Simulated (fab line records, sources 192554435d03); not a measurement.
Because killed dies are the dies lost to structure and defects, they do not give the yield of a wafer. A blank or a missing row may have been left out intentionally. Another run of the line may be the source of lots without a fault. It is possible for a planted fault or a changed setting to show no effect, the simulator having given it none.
Chamber matching :: flow n5-finfet :: 6 sister chambers for N5_SDB_PRECLEAN_39 on wet-bench-04
The step cleans in O3/DIW, time 45 s. 10 wafers are shown with their chamber, then 2 later ones without.

EACH WAFER AND ITS CHAMBER
wafer: L802.5
chamber: 1
o3-ppm: 10.02

wafer: L803.4
chamber: 4
o3-ppm: 9.89

wafer: L803.5
chamber: 7
o3-ppm: 10.09

wafer: L808.1
chamber: 6
o3-ppm: 10.03

wafer: L808.5
chamber: 3
o3-ppm: 10.05

wafer: L809.1
chamber: 4
o3-ppm: 9.83

wafer: L809.4
chamber: 5
o3-ppm: 10.04

wafer: L809.6
chamber: 6
o3-ppm: 9.83

wafer: L810.2
chamber: 5
o3-ppm: 9.91

wafer: L810.3
chamber: 3
o3-ppm: 9.89

WAFERS WHOSE CHAMBER IS MISSING
wafer: L817.3
o3-ppm: 9.95

wafer: L819.2
o3-ppm: 9.99

WHICH CHAMBER EACH ONE RAN IN
wafer: L817.3
from the rows above: can't be placed: 6 or 3 or 5 or 1 or 4 or 7
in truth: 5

wafer: L819.2
from the rows above: can't be placed: 5 or 3 or 1 or 6 or 7 or 4
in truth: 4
0 of 2 placed correctly. Cannot be placed on the basis of these rows: 2; the candidates contain the true chamber in 2. Wrongly placed: 0.
How it was worked out, from the rows above alone: a wafer's distance from a chamber is the root of the sum, over the readings, of the square of ((its reading less the chamber's mean) divided by the reading's scatter). The wafer belongs to the nearest chamber; if the next one is less than 2 further off, it can't be placed. Each chamber's mean is taken over the wafers shown for it. The scatter: the root of (the sum of the squares of (reading less its chamber's mean) over the shown wafers, divided by (wafers less chambers)).
